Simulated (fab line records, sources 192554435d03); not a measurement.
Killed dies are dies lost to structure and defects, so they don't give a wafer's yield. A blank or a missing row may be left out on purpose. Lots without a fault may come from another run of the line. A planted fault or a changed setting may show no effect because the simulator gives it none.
Split-lot experiment | flow n5_finfet | 7 lots, 21 wafers read, on a route of 1938 steps

THE SPLIT
At N5_BEOL_M7_COAT_71 (time 60 s, resist thk 5 nm), the setting spin_rpm was moved away from the recipe's 1500 rpm on 10 of the 21 wafers read, by -10.3% to +9.5%. The other wafers ran this setting at the recipe's value.

FROM THE SPLIT TO THE READING: what the file shows between them, 3 steps
- N5_BEOL_M7_COAT_22: resist thk 30 nm
- N5_BEOL_M7_EBR_24
- N5_BEOL_M7_DESCUM_33: chemistry O2, time 7 s

THE READING
etch.depth_nm (the simulator's own value, which no gauge read), in nm, at N5_BEOL_M7_ETCH_72 (etches underlayer in N2/H2, target depth 6.5 nm, time 5.2 s). The file gives no usual value for it. The 11 wafers here that ran the recipe average 5.003 nm, standard deviation 0.0066 nm.

wafer  | tool, chamber at the split | spin_rpm as run, rpm | against the recipe | etch.depth_nm, nm | against lot-mates on the recipe
L076.1 | litho_track-01, 0          | 1500                 | recipe             | 5.001             | -
L076.3 | litho_track-01, 0          | 1546                 | +3.1%              | 4.923             | -0.075
L076.6 | litho_track-01, 0          | 1500                 | recipe             | 4.994             | -
L075.1 | litho_track-05, 0          | 1363                 | -9.1%              | 5.248             | +0.253
L075.2 | litho_track-05, 0          | 1363                 | -9.1%              | 5.243             | +0.248
L075.3 | litho_track-05, 0          | 1500                 | recipe             | 4.995             | -
L080.1 | litho_track-02, 0          | 1500                 | recipe             | 5                 | -
L080.2 | litho_track-02, 0          | 1405                 | -6.3%              | 5.156             | +0.156
L080.4 | litho_track-02, 0          | 1405                 | -6.3%              | 5.176             | +0.176
L082.1 | litho_track-01, 0          | 1643                 | +9.5%              | 4.769             | no lot-mate on the recipe
L082.3 | litho_track-01, 0          | 1643                 | +9.5%              | 4.784             | no lot-mate on the recipe
L082.5 | litho_track-01, 0          | 1643                 | +9.5%              | 4.781             | no lot-mate on the recipe
L088.3 | litho_track-01, 0          | 1500                 | recipe             | 5.015             | -
L088.4 | litho_track-01, 0          | 1345                 | -10.3%             | 5.288             | +0.276
L088.6 | litho_track-01, 0          | 1500                 | recipe             | 5.01              | -
L094.2 | litho_track-01, 0          | 1500                 | recipe             | 5.008             | -
L094.4 | litho_track-01, 0          | 1500                 | recipe             | 5.01              | -
L094.6 | litho_track-01, 0          | 1500                 | recipe             | 5                 | -
L096.2 | litho_track-01, 0          | 1642                 | +9.5%              | 4.779             | -0.219
L096.4 | litho_track-01, 0          | 1500                 | recipe             | 4.999             | -
L096.6 | litho_track-01, 0          | 1500                 | recipe             | 4.997             | -

THE FIT
A straight line over all 21 wafers: etch.depth_nm changes by -0.0251 nm for each +1% of spin_rpm; r = -1.00; the points scatter about the line by 0.011 nm.
The same after taking each lot's own level away (the mean of its wafers on the recipe; 18 wafers): -0.0259 nm for each +1%; r = -1.00; scatter 0.0086 nm.
On that fit, the largest move of spin_rpm shifts the reading by 0.27 nm.
The lots' own levels span 4.9950 to 5.0125 nm, that is 2.6 times the standard deviation above.
So the lot-to-lot level changes the slope little: the two slopes agree.
Check: with one of the wafers moved furthest among these (-10.3%) left out of the fit, the line predicts +0.27 nm for it against its lot-mates. It came out at +0.276 nm against them.

OTHER SPLITS ON THESE WAFERS
These wafers also went through other splits before the reading. Each is held against what the fit with the lots' levels taken away leaves over:
other split on the same wafers | wafers away from the commonest value | r with etch.depth_nm (lot level and that fit taken away)
N5_BEOL_M4_DESCUM_16 time_s    | 10                                   | -0.18
N5_BEOL_M5_COAT_05 spin_rpm    | 6                                    | -0.09
N5_BEOL_M7_COAT_64 spin_rpm    | 10                                   | +0.20

THE FILE'S OWN FIT
etch.depth_nm changes by -0.0257 nm for each +1% of spin_rpm, r = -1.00.
